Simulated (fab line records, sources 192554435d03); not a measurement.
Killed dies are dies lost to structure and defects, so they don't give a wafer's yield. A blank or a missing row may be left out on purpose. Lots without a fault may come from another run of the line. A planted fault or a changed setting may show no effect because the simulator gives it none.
fab line records | flow n5_finfet | part 2 of 2: steps 6 to 6 of 6
record lots=9 wafers=26 last_day=18
route steps=1938 shown SD_EPI_P@303 SD_ACTIVATION@330 ILD0@335 BEOL_M4@1111 PASSIVATION@1936
lots that met no fault: from a run of the same line without faults
start_h: hours from the record's first day to the start of the lot's first wafer shown | wait_h: hours since the lot's step before | " the same as in the row above | L1.1+2: a row that stands for several wafers | - no value, or no start given | * or withheld: withheld | < > ~ a bound
route shown NAME@n: a module of which the file shows steps, and the number in the route of the first | usual: mean/standard deviation of fault-free wafers | same: alike in all rows | chamber/n: place in a boat | sites: the reading at each site | _std_site: their standard deviation | _edge_site: outer sites' mean less inner sites' | radius_mm: how far each site lies from the wafer's centre | mask NAME#n: copy n | behind: the tool/chamber that last shaped the wafer | hold: why the lot was held/for how many hours/how that ended | device: the transistor (n, p or np) that didn't switch | end of line: the same wafers' tests at the end of the route | a step without rows: its recipe alone | killed: dies lost to structure and defects at the first sort, not the wafer's yield | map: a wafer's dies, x killed, . not, _ none there
set.NAME: the setting as run; set.NAME@STEP: as run at that earlier step | model.NAME: the simulator's own value behind a step, which no gauge read
steps of the route over a sample of lots; a table a step, a row a wafer
services: from which hour (start_h, from the record's first day; less than 0 if before it) a tool's chamber was out of use, for how many hours, and why
## steps
# step N5_PASSIVATION_PROBE_49
# usual defect_limited_yield=91.0/1.5 killed_at_M0_to_M3=35/12 killed_at_M4_up=15/5.8 killed_at_contacts=14/7.2 killed_at_front_end=40/10 killed_at_other=3/3 killed_dies=106/18 killed_open=68/14 killed_short=35/7.2 sort_bin_4_leakage=0.00/0.0071 sort_bin_5_function=5.2/0.96 sort_bin_6_memory=3.3/0.69 sort_n_pass=1074/18 sort_yield_pct=91.0/1.5
# same gross_dies=1180 killed_at_back_side=0 sort_bin_8_speed[%]=0
# columns lot.wafer tool chamber start_h wait_h defect_limited_yield[%] killed_at_M0_to_M3 killed_at_M4_up killed_at_contacts killed_at_front_end killed_at_other killed_dies killed_open killed_short sort_bin_4_leakage[%] sort_bin_5_function[%] sort_bin_6_memory[%] sort_n_pass sort_yield_pct[%]
L750.4 prober-01 - 280.47 0.2 89.1 40 11 7 63 8 129 87 41 0 6.5 4.1 1051 89.1
L750.5 prober-01 - 280.52 0.2 92.9 29 9 2 40 4 84 47 34 0 4.3 2.5 1096 92.9
L750.6 prober-01 - 280.57 0.3 90.6 31 27 4 46 3 111 68 37 0 5.4 3.1 1069 90.6
L752.2 prober-02 - 288.52 0.1 90.6 40 20 5 44 2 111 75 34 90.59 4.7 4.3 0 0
L752.4 prober-02 - 288.62 0.2 93.2 34 11 2 33 0 80 53 27 93.22 3.2 3.3 0 0
L752.6 prober-02 - 288.72 0.3 93.3 41 11 4 22 1 79 55 24 93.31 3.5 2.9 0 0
L755.2 prober-01 - 315.33 0.1 92.3 33 8 10 28 12 91 48 40 92.29 4.2 3.3 0 0
L755.3 prober-01 - 315.38 0.1 93.5 26 14 3 33 1 77 49 26 93.47 3.9 2.5 0 0
L755.5 prober-01 - 315.48 0.2 92.8 33 12 7 31 2 85 46 36 92.80 4.1 2.5 0 0
L763.1 prober-02 - 365.10 0.5 89.0 38 29 15 42 6 130 78 49 0 6.4 4.4 1050 89.0
L763.3 prober-02 - 365.20 0.6 88.4 62 18 12 42 3 137 94 43 0 6.3 5.0 1043 88.4
L763.6 prober-02 - 365.35 0.8 88.8 57 23 6 43 3 132 80 51 0 6.3 4.4 1048 88.8
L764.2 prober-02 - 374.15 0.1 90.9 32 21 24 27 3 107 76 29 0 4.9 3.7 1073 90.9
L764.3 prober-02 - 374.20 0.1 93.6 16 4 11 41 3 75 45 25 0 3.5 2.4 1105 93.6
L764.6 prober-02 - 374.35 0.3 91.8 29 12 14 38 4 97 66 28 0 4.2 3.7 1083 91.8
L768.2 prober-02 - 391.57 0.1 88.5 56 13 13 47 7 136 88 42 0 6.0 4.7 1044 88.5
L768.6 prober-02 - 391.77 0.3 91.3 33 13 13 37 7 103 67 36 0 5.8 2.5 1077 91.3
L770.1 prober-02 - 413.96 0.3 89.7 31 19 17 52 2 121 82 38 0 6.2 3.7 1059 89.7
L770.3 prober-02 - 414.06 0.4 91.1 14 21 20 45 5 105 67 34 0 5.3 3.1 1075 91.1
L770.4 prober-02 - 414.11 0.5 89.4 26 13 30 51 5 125 83 40 0 5.8 4.3 1055 89.4
L769.1 prober-02 - 415.29 0.0 92.2 24 11 11 45 1 92 54 37 0 4.9 2.4 1088 92.2
L769.2 prober-02 - 415.34 0.1 92.2 15 12 14 48 3 92 64 23 0 4.6 2.9 1088 92.2
L769.5 prober-02 - 415.49 0.2 93.5 22 12 12 29 2 77 48 28 0 4.2 2.3 1103 93.5
L771.1 prober-02 - 424.96 0.0 91.7 23 7 10 43 15 98 65 33 0 4.9 3.1 1082 91.7
L771.2 prober-02 - 425.01 0.1 88.8 32 18 11 62 9 132 96 35 0 7.1 3.9 1048 88.8
L771.5 prober-02 - 425.16 0.2 88.6 37 15 9 62 11 134 89 43 0 6.4 4.5 1046 88.6
# killed by level:class
L750.4 FIN_SAQP:geometric_particle:open=25 BEOL_M0_SAQP:geometric_particle:open=15 STI_FIN_REVEAL:geometric_particle:open=14 BEOL_M0_SAQP:geometric_particle:short=9 FIN_SAQP:geometric_particle:short=8 MOL_CONTACT_COAG:geometric_particle:open=6 BEOL_M0:geometric_particle:open=5 BEOL_M1:geometric_particle:short=5
L750.5 FIN_SAQP:geometric_particle:open=11 FIN_SAQP:geometric_particle:short=8 BEOL_M0_SAQP:geometric_particle:open=7 DUMMY_GATE:geometric_particle:open=4 BEOL_M0_SAQP:geometric_particle:short=4 BEOL_M2:geometric_particle:open=4 BEOL_M4:geometric_particle:short=4 STARTING-WAFER:geometric_particle:short=4
L750.6 BEOL_M4:geometric_particle:open=18 STI_FIN_REVEAL:geometric_particle:open=14 BEOL_M0_SAQP:geometric_particle:short=11 BEOL_M0_SAQP:geometric_particle:open=8 FIN_SAQP:geometric_particle:short=7 BEOL_M4:geometric_particle:short=7 HKMG_FIN:area_etch=6 FIN_SAQP:geometric_particle:open=4
L752.2 BEOL_M4:geometric_particle:open=17 FIN_SAQP:geometric_particle:open=9 BEOL_M3:geometric_particle:open=9 BEOL_M0_SAQP:geometric_particle:open=7 BEOL_M1:geometric_particle:short=7 STI_FIN_REVEAL:geometric_particle:open=6 DUMMY_GATE:geometric_particle:open=5 ILD0:geometric_particle:open=5
L752.4 BEOL_M3:geometric_particle:open=16 BEOL_M4:geometric_particle:open=8 FIN_SAQP:geometric_particle:open=5 ILD0:geometric_particle:short=5 GATE_CUT:geometric_particle:open=4 BEOL_M0_SAQP:geometric_particle:short=4 BEOL_M0_SAQP:geometric_particle:open=4 STARTING-WAFER:geometric_particle:short=4
L752.6 BEOL_M0_SAQP:geometric_particle:short=10 BEOL_M2:geometric_particle:open=10 BEOL_M0_SAQP:geometric_particle:open=9 BEOL_M3:geometric_particle:open=5 FIN_SAQP:geometric_particle:open=4 STI_FIN_REVEAL:geometric_particle:open=4 MOL_CONTACT_COAG:geometric_particle:open=4 BEOL_M4:geometric_particle:open=4
L755.2 BEOL_M0_SAQP:geometric_particle:short=10 STI_FIN_REVEAL:geometric_particle:open=9 FIN_SAQP:geometric_particle:open=6 MOL_CONTACT_COAG:geometric_particle:open=6 PASS1_CAP:geometric_particle:short=6 BEOL_M3:geometric_particle:short=5 MOL_CONTACT_COAG:geometric_particle:short=4 BEOL_M0_SAQP:geometric_particle:open=4
L755.3 BEOL_M2:geometric_particle:open=7 FIN_SAQP:geometric_particle:short=6 BEOL_M0_SAQP:geometric_particle:open=6 BEOL_M0_SAQP:geometric_particle:short=6 STI_FIN_REVEAL:geometric_particle:open=5 STI_FIN_REVEAL:geometric_particle:short=5 BEOL_M4:geometric_particle:open=4 DUMMY_GATE:geometric_particle:open=3
L755.5 BEOL_M0_SAQP:geometric_particle:short=11 MOL_CONTACT_COAG:geometric_particle:open=7 BEOL_M1:geometric_particle:short=7 BEOL_M1:geometric_particle:open=6 BEOL_M5:geometric_particle:open=5 FIN_SAQP:geometric_particle:open=4 DUMMY_GATE:geometric_particle:open=4 BEOL_M0_SAQP:geometric_particle:open=4
L763.1 BEOL_M4:geometric_particle:open=15 MOL_CONTACT_COAG:geometric_particle:open=11 FIN_SAQP:geometric_particle:open=10 FIN_SAQP:geometric_particle:short=8 BEOL_M2:geometric_particle:short=8 BEOL_M2:geometric_particle:open=7 BEOL_M4:geometric_particle:short=6 BEOL_M0_SAQP:geometric_particle:open=5
L763.3 BEOL_M2:geometric_particle:open=17 BEOL_M0_SAQP:geometric_particle:short=13 FIN_SAQP:geometric_particle:open=12 BEOL_M0_SAQP:geometric_particle:open=11 BEOL_M3:geometric_particle:open=9 MOL_CONTACT_COAG:geometric_particle:open=7 FIN_SAQP:geometric_particle:short=6 BEOL_M2:geometric_particle:short=6
L763.6 BEOL_M0_SAQP:geometric_particle:short=19 FIN_SAQP:geometric_particle:open=15 BEOL_M4:geometric_particle:open=14 BEOL_M2:geometric_particle:open=12 FIN_SAQP:geometric_particle:short=11 BEOL_M0_SAQP:geometric_particle:open=9 BEOL_M1:geometric_particle:open=7 MOL_CONTACT_COAG:geometric_particle:open=4
L764.2 MOL_CONTACT_COAG:geometric_particle:open=19 BEOL_M4:geometric_particle:open=14 STI_FIN_REVEAL:geometric_particle:open=9 BEOL_M1:geometric_particle:open=9 BEOL_M0_SAQP:geometric_particle:short=6 MOL_CONTACT_COAG:geometric_particle:short=5 GATE_CUT:geometric_particle:short=4 BEOL_M0_SAQP:geometric_particle:open=4
L764.3 MOL_CONTACT_COAG:geometric_particle:open=8 DUMMY_GATE:geometric_particle:open=7 FIN_SAQP:geometric_particle:short=5 GATE_CUT:geometric_particle:short=5 FIN_SAQP:geometric_particle:open=4 STI_FIN_REVEAL:geometric_particle:open=4 BEOL_M0_SAQP:geometric_particle:open=4 STARTING-WAFER:geometric_particle:open=4
L764.6 MOL_CONTACT_COAG:geometric_particle:open=12 STI_FIN_REVEAL:geometric_particle:open=8 FIN_SAQP:geometric_particle:open=6 DUMMY_GATE:geometric_particle:open=6 BEOL_M0_SAQP:geometric_particle:short=6 BEOL_M2:geometric_particle:open=6 GATE_CUT:geometric_particle:short=4 BEOL_M4:geometric_particle:open=4
L768.2 BEOL_M2:geometric_particle:open=12 MOL_CONTACT_COAG:geometric_particle:open=10 STI_FIN_REVEAL:geometric_particle:open=8 ILD0:geometric_particle:open=8 BEOL_M0_SAQP:geometric_particle:short=8 BEOL_M1:geometric_particle:open=8 BEOL_M3:geometric_particle:open=6 BEOL_M4:geometric_particle:open=6
L768.6 MOL_CONTACT_COAG:geometric_particle:open=12 GATE_CUT:geometric_particle:short=10 STI_FIN_REVEAL:geometric_particle:open=8 BEOL_M1:geometric_particle:open=7 GATE_CUT:geometric_particle:open=6 BEOL_M2:geometric_particle:open=6 BEOL_M0_SAQP:geometric_particle:short=5 BEOL_M0_SAQP:geometric_particle:open=4
L770.1 MOL_CONTACT_COAG:geometric_particle:open=16 STI_FIN_REVEAL:geometric_particle:open=12 BEOL_M0_SAQP:geometric_particle:short=10 FIN_SAQP:geometric_particle:open=9 FIN_SAQP:geometric_particle:short=9 BEOL_M0_SAQP:geometric_particle:open=9 DUMMY_GATE:geometric_particle:open=5 STARTING-WAFER:geometric_particle:open=5
L770.3 MOL_CONTACT_COAG:geometric_particle:open=17 STI_FIN_REVEAL:geometric_particle:open=15 BEOL_M4:geometric_particle:open=11 BEOL_M4:geometric_particle:short=5 FIN_SAQP:geometric_particle:open=4 STI_FIN_REVEAL:geometric_particle:short=4 GATE_CUT:geometric_particle:short=4 BEOL_M0_SAQP:geometric_particle:short=4
L770.4 MOL_CONTACT_COAG:geometric_particle:open=20 STI_FIN_REVEAL:geometric_particle:open=16 BEOL_M0_SAQP:geometric_particle:open=12 MOL_CONTACT_COAG:geometric_particle:short=10 BEOL_M0_SAQP:geometric_particle:short=8 BEOL_M4:geometric_particle:open=7 FIN_SAQP:geometric_particle:open=5 DUMMY_GATE:geometric_particle:open=5
L769.1 FIN_SAQP:geometric_particle:short=14 BEOL_M0_SAQP:geometric_particle:open=9 DUMMY_GATE:geometric_particle:open=8 MOL_CONTACT_COAG:geometric_particle:open=8 FIN_SAQP:geometric_particle:open=5 BEOL_M5:geometric_particle:open=5 GATE_CUT:geometric_particle:short=4 BEOL_M0_SAQP:geometric_particle:short=4
L769.2 MOL_CONTACT_COAG:geometric_particle:open=11 FIN_SAQP:geometric_particle:open=10 FIN_SAQP:geometric_particle:short=8 STI_FIN_REVEAL:geometric_particle:open=8 DUMMY_GATE:geometric_particle:open=5 BEOL_M3:geometric_particle:open=5 BEOL_M5:geometric_particle:open=5 BEOL_M8:geometric_particle:open=4
L769.5 MOL_CONTACT_COAG:geometric_particle:open=10 BEOL_M0_SAQP:geometric_particle:short=10 STI_FIN_REVEAL:geometric_particle:open=9 BEOL_M0_SAQP:geometric_particle:open=5 BEOL_M5:geometric_particle:open=5 FIN_SAQP:geometric_particle:open=4 FIN_SAQP:geometric_particle:short=4 BEOL_M4:geometric_particle:open=4
L771.1 STI_FIN_REVEAL:geometric_particle:open=11 MOL_CONTACT_COAG:geometric_particle:open=8 FIN_SAQP:geometric_particle:short=7 FIN_SAQP:geometric_particle:open=6 GATE_CUT:geometric_particle:short=5 BEOL_M0_SAQP:geometric_particle:open=5 BEOL_M2:geometric_particle:open=5 GATE_CUT:geometric_particle:open=3
L771.2 STI_FIN_REVEAL:geometric_particle:open=18 FIN_SAQP:geometric_particle:open=12 BEOL_M4:geometric_particle:open=11 BEOL_M2:geometric_particle:open=10 BEOL_M0_SAQP:geometric_particle:open=9 MOL_CONTACT_COAG:geometric_particle:open=9 BEOL_M0_SAQP:geometric_particle:short=7 FIN_SAQP:geometric_particle:short=5
L771.5 STI_FIN_REVEAL:geometric_particle:open=19 BEOL_M3:geometric_particle:open=10 BEOL_M2:geometric_particle:open=9 FIN_SAQP:geometric_particle:short=8 BEOL_M4:geometric_particle:open=8 BEOL_M0_SAQP:geometric_particle:open=8 FIN_SAQP:geometric_particle:open=7 GATE_CUT:geometric_particle:short=6
## services
# columns tool chamber start_h hours kind
rie_diel-03 3 47.03 9.6 repair
rie_diel-04 3 51.94 10.1 repair
rie_diel-04 2 66.67 - clean
rie_diel-04 2 66.67 - consumable_replace:focus_ring
rie_diel-04 2 66.67 14.4 scheduled_down
rie_diel-04 2 66.67 14.4 vent_cycle
ald_sin-03 1 75.85 2.7 repair
ald_sin-02 - 85.82 14.0 pm
ald_sin-02 0 85.82 14.0 vent_cycle
ald_sin-02 1 85.82 14.0 vent_cycle
ald_sin-04 1 86.38 4.2 repair
rie_diel-03 1 101.96 13.8 repair
rie_diel-04 3 133.22 25.4 repair
rie_diel-04 - 156.34 0.4 repair
rie_diel-04 1 158.58 - clean
rie_diel-04 1 158.58 - consumable_replace:focus_ring
rie_diel-04 1 158.58 11.0 scheduled_down
rie_diel-04 1 158.58 11.0 vent_cycle
rie_diel-03 0 159.43 22.4 repair
rie_diel-06 - 162.87 1.0 repair
rie_diel-06 1 168.49 4.1 repair
ald_sin-03 2 175.94 10.6 repair
ald_sin-03 - 176.75 14.0 pm
rie_diel-03 0 188.15 20.7 repair
## key
first_sign step=N5_SD_ACTIVATION_RTA_00 reading=lamp_zone_6_pct direction=up sigmas=25 usual=* struck=*
effect step=N5_SD_ACTIVATION_RTA_00 reading=lamp_zone_2_pct direction=up sigmas=25 usual=* struck=*
effect step=N5_BEOL_M4_RC_MEAS_101 reading=IOFF_N direction=up sigmas=47 usual=0.15 struck=1.58
effect step=N5_BEOL_M4_RC_MEAS_101 reading=IOFF_N_85C direction=up sigmas=37 usual=3.0 struck=21.2
effect step=N5_BEOL_M4_RC_MEAS_101 reading=IOFF_N_LIN direction=up sigmas=26 usual=0.072 struck=0.381
effect step=N5_BEOL_M4_RC_MEAS_101 reading=DIBL_N direction=up sigmas=14 usual=35.9 struck=59.9
effect step=N5_BEOL_M4_RC_MEAS_101 reading=SS_N direction=up sigmas=12 usual=71.3 struck=78.2
effect step=N5_BEOL_M4_RC_MEAS_101 reading=ION_N direction=up sigmas=10 usual=674 struck=793
effect step=N5_BEOL_M4_RC_MEAS_101 reading=VT_N direction=down sigmas=10 usual=250 struck=219
effect step=N5_BEOL_M4_RC_MEAS_101 reading=VT_N_LVT direction=down sigmas=10 usual=98 struck=65
effect step=N5_BEOL_M4_RC_MEAS_101 reading=REXT_N direction=down sigmas=8.7 usual=75.6 struck=60.4
effect step=N5_BEOL_M4_RC_MEAS_101 reading=IOFF_N_LONG direction=up sigmas=6.2 usual=5.53e-05 struck=6.85e-05
effect step=N5_BEOL_M4_RC_MEAS_101 reading=IOFF_P direction=up sigmas=5.9 usual=0.21 struck=0.42
effect step=N5_BEOL_M4_RC_MEAS_101 reading=IOFF_P_85C direction=up sigmas=5.7 usual=3.6 struck=6.6
effect step=N5_PASSIVATION_PROBE_49 reading=sort_bin_4_leakage direction=up sigmas=99+ usual=0.00 struck=92.61
met_at N5_SD_ACTIVATION_RTA_00
struck_lots L752,L755
not_acting_at N5_SD_EPI_P_CD_MEAS_09,N5_SD_EPI_P_ETCH_36,N5_ILD0_LINER_00
onset_between 72.55 80.73
fault kind=process_parameter_drift tool=rtp_anneal-02 chamber=- onset_h=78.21 steps=N5_SD_ACTIVATION_RTA_00 channel=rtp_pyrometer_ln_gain offset=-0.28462 shape=step end_h=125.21
